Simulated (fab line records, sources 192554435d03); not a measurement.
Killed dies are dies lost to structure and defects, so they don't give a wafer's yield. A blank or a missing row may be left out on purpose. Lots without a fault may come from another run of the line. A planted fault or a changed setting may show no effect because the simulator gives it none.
fab line records | flow n5_finfet | part 1 of 2: steps 1 to 15 of 16
record lots=7 wafers=21 last_day=17
route steps=1938 shown FIN_CUT@163 BEOL_M4@1111 PASSIVATION@1936
lots that met no fault: from a run of the same line without faults
start_h: hours from the record's first day to the start of the lot's first wafer shown | wait_h: hours since the lot's step before | " the same as in the row above | L1.1+2: a row that stands for several wafers | - no value, or no start given | * or withheld: withheld | < > ~ a bound
route shown NAME@n: a module of which the file shows steps, and the number in the route of the first | usual: mean/standard deviation of fault-free wafers | same: alike in all rows | chamber/n: place in a boat | sites: the reading at each site | _std_site: their standard deviation | _edge_site: outer sites' mean less inner sites' | radius_mm: how far each site lies from the wafer's centre | mask NAME#n: copy n | behind: the tool/chamber that last shaped the wafer | hold: why the lot was held/for how many hours/how that ended | device: the transistor (n, p or np) that didn't switch | end of line: the same wafers' tests at the end of the route | a step without rows: its recipe alone | killed: dies lost to structure and defects at the first sort, not the wafer's yield | map: a wafer's dies, x killed, . not, _ none there
set.NAME: the setting as run; set.NAME@STEP: as run at that earlier step | model.NAME: the simulator's own value behind a step, which no gauge read
lots at some steps of the route; a table a step, a row a wafer
services: from which hour (start_h, from the record's first day; less than 0 if before it) a tool's chamber was out of use, for how many hours, and why
## steps
# step N5_FIN_CUT_CD_MEAS_08
# recipe target_cd_nm=29.1 landing_energy_ev=500 detector=se_inlens polarity=opening
# usual cd_nm=29.09/0.22
# columns lot.wafer tool chamber start_h wait_h cd_nm
L397.2 cd_sem-02 0 35.46 - 28.82
L397.3 " 0 " " 29.18
L397.5 " 0 " " 29.30
L400.4 cd_sem-03 0 51.18 - 28.81
L400.5 " 0 " " 29.33
L400.6 " 0 " " 29.46
L406.3 cd_sem-03 0 89.67 - 29.00
L406.5 " 0 " " 28.80
L406.6 " 0 " " 28.62
L408.3 cd_sem-01 0 101.88 - 29.26
L408.5 " 0 " " 29.42
L408.6 " 0 " " 29.18
L409.1 cd_sem-02 0 106.84 - 28.71
L409.3 " 0 " " 28.53
L409.6 " 0 " " 29.13
L415.1 cd_sem-02 0 146.68 - 28.75
L415.2 " 0 " " 29.35
L415.5 " 0 " " 28.78
L417.2 cd_sem-03 0 153.26 - 29.31
L417.3 " 0 " " 28.94
L417.5 " 0 " " 28.77
# step N5_FIN_CUT_OVL_MEAS_09
# recipe points_per_wafer=522
# usual FIN_CUT_OVL=-0.3/0.65
# columns lot.wafer tool chamber start_h wait_h FIN_CUT_OVL[nm]
L397.2 overlay-02 0 35.49 0.0 -0.2
L397.3 " 0 " " -0.5
L397.5 " 0 " " 0.3
L400.4 overlay-01 0 51.22 0.0 0.3
L400.5 " 0 " " -0.7
L400.6 " 0 " " -0.7
L406.3 overlay-02 0 89.71 0.0 -0.5
L406.5 " 0 " " 0.1
L406.6 " 0 " " -1.2
L408.3 overlay-01 0 101.92 0.0 0.3
L408.5 " 0 " " 0.0
L408.6 " 0 " " 0.3
L409.1 overlay-01 0 106.87 0.0 0.1
L409.3 " 0 " " 0.7
L409.6 " 0 " " -0.2
L415.1 overlay-01 0 146.71 0.0 0.5
L415.2 " 0 " " 0.3
L415.5 " 0 " " 1.6
L417.2 overlay-02 0 153.29 0.0 -0.8
L417.3 " 0 " " 0.0
L417.5 " 0 " " 0.1
# step N5_FIN_CUT_INSPECT_10
# recipe mode=adi inspect_instrument=brightfield
# usual raw_defect_count=46/14
# columns lot.wafer tool chamber start_h wait_h raw_defect_count
L397.2 defect_inspect-01 - 35.54 0.0 44
L397.3 " - " " 26
L397.5 " - " " 47
L400.4 defect_inspect-01 - 51.26 0.0 35
L400.5 " - " " 37
L400.6 " - " " 42
L406.3 defect_inspect-01 - 89.76 0.0 57
L406.5 " - " " 71
L406.6 " - " " 27
L408.3 defect_inspect-02 - 101.96 0.0 74
L408.5 " - " " 45
L408.6 " - " " 40
L409.1 defect_inspect-02 - 106.93 0.1 54
L409.3 " - " " 31
L409.6 " - " " 36
L415.1 defect_inspect-02 - 146.76 0.1 67
L415.2 " - " " 55
L415.5 " - " " 60
L417.2 defect_inspect-02 - 153.34 0.0 39
L417.3 " - " " 49
L417.5 " - " " 37
# step N5_FIN_CUT_DESCUM_13
# recipe chemistry=O2 time_s=7 source_power_w=50 bias_power_w=20 pressure_mtorr=20 rf_frequency_hz=2.712e+07 temp_c=40 resist=CAR-EUV o2_flow_sccm=225
# usual drypump_motor_current_A=5.9/0.5 oes_product_au=0.78/0.082 rf_vpp_V=243.8/1.3 showerhead_plenum_p_Torr=2.14/0.064 throttle_valve_pct=20.38/0.17
# same time_s=7
# columns lot.wafer tool chamber start_h wait_h drypump_motor_current_A oes_product_au rf_hours_counter_h rf_vpp_V showerhead_plenum_p_Torr throttle_valve_pct
L397.2 rie_diel-01 2 35.95 0.4 5.7 0.76 149 244.7 2.18 20.07
L397.3 " 1 " " 5.9 0.99 3 244.7 2.26 20.32
L397.5 " 2 " " 5.7 0.76 - 244.7 2.18 20.04
L400.4 rie_diel-02 1 51.30 0.0 5.8 0.78 119 244.5 2.12 20.21
L400.5 " 0 " " 5.1 0.72 - 243.1 2.17 20.52
L400.6 " 3 " " 5.6 0.71 - 243.2 1.99 20.42
L406.3 rie_diel-03 0 89.81 0.1 6.8 0.80 90 243.9 2.12 20.46
L406.5 " 1 " " 6.0 0.78 - 244.5 2.17 20.35
L406.6 " 2 " " 4.9 0.68 - 242.7 2.04 20.50
L408.3 rie_diel-01 1 102.02 0.1 5.9 0.92 23 245.6 2.25 20.35
L408.5 " 1 " " 5.9 0.91 - 243.9 2.25 20.35
L408.6 " 2 " " 5.7 0.74 - 243.6 2.18 20.07
L409.1 rie_diel-01 0 106.97 0.0 5.8 1.00 1 243.5 2.12 20.20
L409.3 " 3 " " 6.3 0.77 162 242.1 2.10 20.43
L409.6 " 3 " " 6.3 0.76 - 243.1 2.10 20.43
L415.1 rie_diel-02 3 146.81 0.0 5.6 0.69 250 240.1 1.98 20.46
L415.2 " 0 " " 5.1 0.70 216 244.6 2.16 20.59
L415.5 " 0 " " 5.1 0.71 - 243.7 2.16 20.56
L417.2 rie_diel-01 3 153.38 0.0 6.3 0.75 179 242.7 2.10 20.48
L417.3 " 0 " " 5.8 0.93 17 244.6 2.11 20.23
L417.5 " 1 " " 5.9 0.89 - 245.6 2.24 20.35
# step N5_FIN_CUT_ETCH_30
# recipe chemistry=N2/H2 target=underlayer target_depth_a=130 mask_material=CAR-EUV time_s=10.4 ion_energy_ev=200 pressure_mtorr=30 source_w=840 bias_w=150 n2_flow_sccm=200 h2_flow_sccm=200 ends=cleared
# usual drypump_motor_current_A=5.9/0.5 etch_rf_on_time_s=10.45/0.28 oes_product_au=0.66/0.072 rf_vpp_V=525.3/2.1 showerhead_plenum_p_Torr=2.60/0.07 throttle_valve_pct=17.81/0.19
# columns lot.wafer tool chamber start_h wait_h drypump_motor_current_A etch_rf_on_time_s oes_product_au rf_hours_counter_h rf_vpp_V showerhead_plenum_p_Torr throttle_valve_pct
L397.2 rie_diel-01 2 35.98 0.0 5.7 10.64 0.64 149 526.0 2.66 17.54
L397.3 " 1 " " 5.9 10.26 0.83 3 527.5 2.70 17.51
L397.5 " 2 " " 5.7 10.56 0.64 - 528.2 2.66 17.56
L400.4 rie_diel-02 1 51.33 0.0 5.8 10.34 0.67 119 524.1 2.56 17.54
L400.5 " 0 " " 5.1 10.38 0.62 - 526.7 2.61 17.83
L400.6 " 3 " " 5.6 10.16 0.61 - 520.4 2.42 17.87
L406.3 rie_diel-03 0 89.85 0.0 6.8 10.79 0.67 90 525.4 2.57 17.97
L406.5 " 1 " " 6.1 10.94 0.63 - 526.3 2.66 17.84
L406.6 " 2 " " 4.9 11.07 0.57 - 522.9 2.50 17.99
L408.3 rie_diel-01 1 102.06 0.0 5.9 10.27 0.78 23 528.2 2.69 17.54
L408.5 " 1 " " 5.9 10.20 0.78 - 528.2 2.69 17.53
L408.6 " 2 " " 5.7 10.57 0.63 - 526.3 2.65 17.57
L409.1 rie_diel-01 0 107.00 0.0 5.8 9.86 0.87 1 525.0 2.59 17.72
L409.3 " 3 " " 6.3 10.46 0.64 162 522.1 2.53 17.79
L409.6 " 3 " " 6.3 10.36 0.65 - 523.2 2.53 17.79
L415.1 rie_diel-02 3 146.84 0.0 5.6 10.09 0.61 250 519.7 2.41 17.89
L415.2 " 0 " " 5.1 10.27 0.60 217 526.0 2.60 17.87
L415.5 " 0 " " 5.0 10.30 0.60 - 525.5 2.60 17.90
L417.2 rie_diel-01 3 153.41 0.0 6.3 10.36 0.64 179 523.4 2.52 17.82
L417.3 " 0 " " 5.8 9.86 0.80 17 524.3 2.59 17.75
L417.5 " 1 " " 5.9 10.32 0.74 - 526.5 2.68 17.56
# step N5_FIN_CUT_ETCH_20
# recipe chemistry=CF4 target=SiARC target_depth_a=260 mask_material=CAR-EUV time_s=43.3 ion_energy_ev=80 pressure_mtorr=40 source_w=545 bias_w=36 Ar_flow_sccm=100 cf4_flow_sccm=100 ends=cleared
# step N5_FIN_CUT_ETCH_21
# recipe chemistry=N2/H2 target=SOC target_depth_a=2190 overetch_a=438 mask_material=SiARC temp_c=40 ion_energy_ev=100 bias_w=61 time_s=523.5 pressure_mtorr=30 source_w=850 n2_flow_sccm=200 h2_flow_sccm=200
# usual drypump_motor_current_A=5.9/0.5 oes_product_au=0.72/0.069 rf_vpp_V=241.4/1.2 showerhead_plenum_p_Torr=2.60/0.07 throttle_valve_pct=17.76/0.19
# same time_s=523.5
# columns lot.wafer tool chamber start_h wait_h drypump_motor_current_A oes_product_au rf_hours_counter_h rf_vpp_V showerhead_plenum_p_Torr throttle_valve_pct
L397.2 rie_diel-01 2 36.04 0.0 5.7 0.69 149 242.8 2.66 17.49
L397.3 " 1 " " 5.9 0.88 3 242.5 2.70 17.46
L397.5 " 2 " " 5.7 0.70 - 240.4 2.66 17.51
L400.4 rie_diel-02 1 51.39 0.0 5.8 0.73 120 240.5 2.55 17.49
L400.5 " 0 " " 5.1 0.66 - 241.7 2.61 17.77
L400.6 " 3 " " 5.6 0.66 - 238.1 2.42 17.81
L406.3 rie_diel-03 0 89.91 0.0 6.8 0.74 90 241.1 2.57 17.93
L406.5 " 1 " " 6.1 0.70 - 241.0 2.66 17.82
L406.6 " 2 " " 4.9 0.64 - 240.9 2.50 17.93
L408.3 rie_diel-01 1 102.11 0.0 5.9 0.83 23 242.9 2.69 17.47
L408.5 " 1 " " 5.9 0.82 - 243.7 2.69 17.48
L408.6 " 2 " " 5.7 0.68 - 242.7 2.65 17.53
L409.1 rie_diel-01 0 107.06 0.0 5.8 0.90 1 242.0 2.59 17.66
L409.3 " 3 " " 6.3 0.69 162 241.6 2.53 17.73
L409.6 " 3 " " 6.3 0.69 - 239.3 2.53 17.76
L415.1 rie_diel-02 3 146.90 0.0 5.6 0.64 250 237.8 2.41 17.84
L415.2 " 0 " " 5.1 0.65 217 242.2 2.60 17.82
L415.5 " 0 " " 5.1 0.65 - 241.3 2.60 17.83
L417.2 rie_diel-01 3 153.47 0.0 6.3 0.68 179 241.1 2.53 17.77
L417.3 " 0 " " 5.8 0.85 17 240.8 2.59 17.68
L417.5 " 1 " " 5.9 0.80 - 244.3 2.68 17.53
# step N5_FIN_CUT_STRIP_23
# recipe chemistry=N2/H2 temp_c=40 n2_flow_sccm=200 h2_flow_sccm=200 rf_frequency_hz=6e+07
# step N5_FIN_CUT_STRIP_31
# recipe chemistry=N2/H2 temp_c=40 n2_flow_sccm=200 h2_flow_sccm=200 rf_frequency_hz=6e+07
# step N5_FIN_CUT_STRIP_24
# recipe chemistry=CF4 resist=SiARC power_w=300 bias_power_w=75 pressure_mtorr=50 cf4_flow_sccm=150 rf_frequency_hz=6e+07
# step N5_FIN_CUT_CUT_ETCH_26
# recipe chemistry=CH3F/O2 target=SiNx target_depth_a=390 mask_material=SOC time_s=55.7 pressure_mtorr=30 source_w=395 bias_w=73 Ar_flow_sccm=150 CH3F_flow_sccm=30 O2_flow_sccm=20 ion_energy_ev=120
# usual drypump_motor_current_A=5.9/0.5 oes_product_au=0.78/0.082 rf_vpp_V=299/7.3 showerhead_plenum_p_Torr=2.04/0.055 throttle_valve_pct=16.33/0.18
# same time_s=55.7
# columns lot.wafer tool chamber start_h wait_h drypump_motor_current_A oes_product_au rf_hours_counter_h rf_vpp_V showerhead_plenum_p_Torr throttle_valve_pct
L397.2 rie_diel-01 2 36.39 0.0 5.7 0.76 149 313 2.08 16.02
L397.3 " 1 " " 5.9 0.98 3 306 2.14 16.11
L397.5 " 2 " " 5.7 0.75 - 314 2.08 16.03
L400.4 rie_diel-02 1 51.73 0.0 5.7 0.79 120 298 2.01 16.05
L400.5 " 0 " " 5.1 0.72 - 292 2.07 16.40
L400.6 " 3 " " 5.6 0.72 - 294 1.90 16.41
L406.3 rie_diel-03 0 90.25 0.0 6.7 0.79 90 293 2.04 16.42
L406.5 " 1 " " 6.0 0.76 - 294 2.11 16.49
L406.6 " 2 " " 4.9 0.68 - 293 1.98 16.63
L408.3 rie_diel-01 1 102.46 0.0 5.9 0.91 24 305 2.13 16.16
L408.5 " 1 " " 5.9 0.91 - 305 2.13 16.13
L408.6 " 2 " " 5.7 0.74 - 314 2.08 16.06
L409.1 rie_diel-01 0 107.40 0.0 5.8 0.99 1 299 2.04 16.23
L409.3 " 3 " " 6.2 0.76 162 299 1.99 16.31
L409.6 " 3 " " 6.3 0.76 - 298 1.99 16.30
L415.1 rie_diel-02 3 147.24 0.0 5.6 0.71 250 292 1.89 16.46
L415.2 " 0 " " 5.1 0.70 217 292 2.06 16.47
L415.5 " 0 " " 5.1 0.70 - 292 2.06 16.44
L417.2 rie_diel-01 3 153.81 0.0 6.3 0.74 179 297 1.99 16.33
L417.3 " 0 " " 5.8 0.93 17 296 2.04 16.26
L417.5 " 1 " " 5.9 0.88 - 305 2.13 16.17
# step N5_FIN_CUT_CUT_ETCH_27
# recipe chemistry=CHF3/O2 target=SiO2 target_depth_a=40 mask_material=SOC overetch_a=20 time_s=4.9 pressure_mtorr=30 source_w=650 bias_w=170 Ar_flow_sccm=200 CHF3_flow_sccm=50 O2_flow_sccm=5 ion_energy_ev=200
# usual CHF3_flow_sccm=50.00/0.15 drypump_motor_current_A=5.9/0.5 oes_product_au=0.62/0.059 rf_vpp_V=527/13 showerhead_plenum_p_Torr=2.46/0.064 throttle_valve_pct=18.79/0.18
# same time_s=4.9
# columns lot.wafer tool chamber start_h wait_h CHF3_flow_sccm drypump_motor_current_A oes_product_au rf_hours_counter_h rf_vpp_V showerhead_plenum_p_Torr throttle_valve_pct
L397.2 rie_diel-01 2 36.43 0.0 50.04 5.7 0.60 149 552 2.51 18.44
L397.3 " 1 " " 50.12 5.9 0.75 3 538 2.57 18.60
L397.5 " 2 " " 49.90 5.7 0.59 - 551 2.51 18.46
L400.4 rie_diel-02 1 51.78 0.0 50.03 5.7 0.62 120 523 2.42 18.49
L400.5 " 0 " " 49.88 5.1 0.57 - 515 2.49 18.87
L400.6 " 3 " " 50.13 5.6 0.56 - 516 2.30 18.89
L406.3 rie_diel-03 0 90.29 0.0 50.09 6.7 0.63 90 512 2.45 18.88
L406.5 " 1 " " 49.73 6.1 0.60 - 520 2.53 18.98
L406.6 " 2 " " 49.86 4.9 0.55 - 518 2.38 19.06
L408.3 rie_diel-01 1 102.50 0.0 49.98 5.9 0.71 24 539 2.56 18.61
L408.5 " 1 " " 49.94 5.9 0.70 - 539 2.56 18.60
L408.6 " 2 " " 50.08 5.7 0.59 - 551 2.50 18.49
L409.1 rie_diel-01 0 107.45 0.0 49.76 5.8 0.77 1 524 2.46 18.76
L409.3 " 3 " " 49.97 6.4 0.60 162 525 2.40 18.72
L409.6 " 3 " " 49.93 6.3 0.60 - 524 2.40 18.75
L415.1 rie_diel-02 3 147.29 0.0 49.99 5.6 0.55 250 516 2.29 18.92
L415.2 " 0 " " 49.92 5.1 0.56 217 514 2.48 18.90
L415.5 " 0 " " 49.63 5.1 0.55 - 512 2.48 18.90
L417.2 rie_diel-01 3 153.86 0.0 49.98 6.3 0.58 179 524 2.39 18.76
L417.3 " 0 " " 50.01 5.8 0.72 17 525 2.46 18.80
L417.5 " 1 " " 50.04 5.9 0.69 - 536 2.55 18.65
# step N5_FIN_CUT_PRECLEAN_35
# recipe time_s=13.3 temp_c=45 pressure_torr=125 p_hf_torr=3 p_coreactant_torr=25 chemistry=vHF
# usual drypump_motor_current_A=5.92/0.14 time_s=13.3/0
# columns lot.wafer tool chamber start_h wait_h drypump_motor_current_A time_s
L397.2 vapor_etch-02 0 36.50 0.0 5.71 13.3
L397.3 " 1 " " 5.97 13.3
L397.5 " 1 " " 5.96 13.3
L400.4 vapor_etch-01 0 51.87 0.1 5.91 13.3
L400.5 " 1 " " 6.13 13.3
L400.6 " 0 " " 5.90 13.3
L406.3 vapor_etch-02 0 90.38 0.1 5.78 13.3
L406.5 " 0 " " 5.76 13.3
L406.6 " 1 " " 5.96 15.726
L408.3 vapor_etch-02 1 102.61 0.1 5.98 13.3
L408.5 " 0 " " 5.76 13.3
L408.6 " 1 " " 5.97 15.726
L409.1 vapor_etch-02 1 107.52 0.0 5.99 15.726
L409.3 " 0 " " 5.74 13.3
L409.6 " 0 " " 5.72 15.726
L415.1 vapor_etch-01 0 147.36 0.0 5.91 13.3
L415.2 " 1 " " 6.14 13.3
L415.5 " 0 " " 5.89 13.3
L417.2 vapor_etch-01 0 154.25 0.4 5.93 13.3
L417.3 " 0 " " 5.92 13.3
L417.5 " 0 " " 5.93 13.3
# step N5_FIN_CUT_CUT_ETCH_15
# recipe chemistry=HBr/Cl2/O2 target=Si target_depth_a=1000 bt_time_s=10 mask_material=SOC time_s=42.4 ion_energy_ev=* bias_w=* pressure_mtorr=10 icp_w=800 HBr_flow_sccm=150 Cl2_flow_sccm=80 O2_flow_sccm=12
# step N5_BEOL_M4_RC_MEAS_101
# usual DIBL_N=36.2/1.7 DIBL_P=36.6/1.9 IOFF_N=0.16/0.032 IOFF_P=0.21/0.037 ION_N=675/12 ION_P=460/8.1 SS_N=71.4/0.58 SS_P=73.4/0.64 VT_N=249/3.2 VT_P=-252/3.4
# columns lot.wafer tool chamber start_h wait_h DIBL_N[mV/V] DIBL_P[mV/V] IOFF_N[nA/um] IOFF_P[nA/um] ION_N[uA/um] ION_P[uA/um] SS_N[mV/dec] SS_P[mV/dec] VT_N[mV] VT_P[mV]
L397.2 prober-02 0 169.51 0.2 35.1 36.2 0.15 0.21 681 467 71.3 73.3 249 -249
L397.3 " 0 " " 37.1 37.8 0.17 0.22 688 468 72.4 73.9 250 -247
L397.5 " 0 " " 37.4 38.8 0.18 0.25 672 462 72.3 74.3 248 -247
L400.4 prober-02 0 193.23 0.5 37.5 38.9 0.21 0.23 686 473 71.2 74.1 245 -252
L400.5 " 0 " " 34.5 34.3 0.14 0.16 670 454 71.0 73.3 252 -255
L400.6 " 0 " " 38.8 39.7 0.23 0.24 691 470 71.4 75.2 243 -250
L406.3 prober-02 0 227.00 0.3 35.6 36.1 0.13 0.18 649 446 71.5 73.2 255 -255
L406.5 " 0 " " 36.9 38.4 0.16 0.21 674 462 71.3 73.7 251 -251
L406.6 " 0 " " 33.4 33.4 0.11 0.15 658 455 70.2 72.3 255 -253
L408.3 prober-02 0 242.34 0.3 35.7 35.1 0.15 0.18 660 446 72.2 72.9 252 -253
L408.5 " 0 " " 37.2 37.7 0.19 0.23 676 469 72.0 73.1 247 -250
L408.6 " 0 " " 34.0 32.7 0.13 0.15 658 446 71.6 72.6 254 -256
L409.1 prober-02 0 244.98 0.0 34.8 34.8 0.15 0.17 681 457 71.2 72.9 252 -255
L409.3 " 0 " " 38.0 38.2 0.19 0.22 661 451 72.0 73.9 247 -250
L409.6 " 0 " " 35.5 35.0 0.15 0.17 661 447 71.5 72.6 250 -256
L415.1 prober-02 0 281.81 0.0 34.2 35.7 0.14 0.19 680 469 70.7 72.7 251 -252
L415.2 " 0 " " 36.8 38.5 0.19 0.23 689 464 71.6 73.8 245 -251
L415.5 " 0 " " 35.9 37.6 0.17 0.22 686 471 71.0 73.1 247 -252
L417.2 prober-02 0 290.45 0.2 38.6 38.3 0.21 0.28 682 470 72.1 73.4 246 -246
L417.3 " 0 " " 38.1 36.6 0.21 0.25 698 473 71.9 73.4 241 -246
L417.5 " 0 " " 37.7 36.8 0.20 0.25 684 468 71.8 73.3 245 -246
## key
first_sign step=N5_FIN_CUT_PRECLEAN_35 reading=time_s direction=up sigmas=99+ usual=* struck=*
effect none on later readings
met_at N5_FIN_CUT_PRECLEAN_35
struck_wafers L406.6,L408.6,L409.1,L409.6
onset_between 36.50 90.38
fault kind=process_parameter_drift tool=vapor_etch-02 chamber=- onset_h=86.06 steps=N5_FIN_CUT_PRECLEAN_35 channel=time_s offset=* shape=step end_h=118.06 scope=struck_wafers_only stated=*
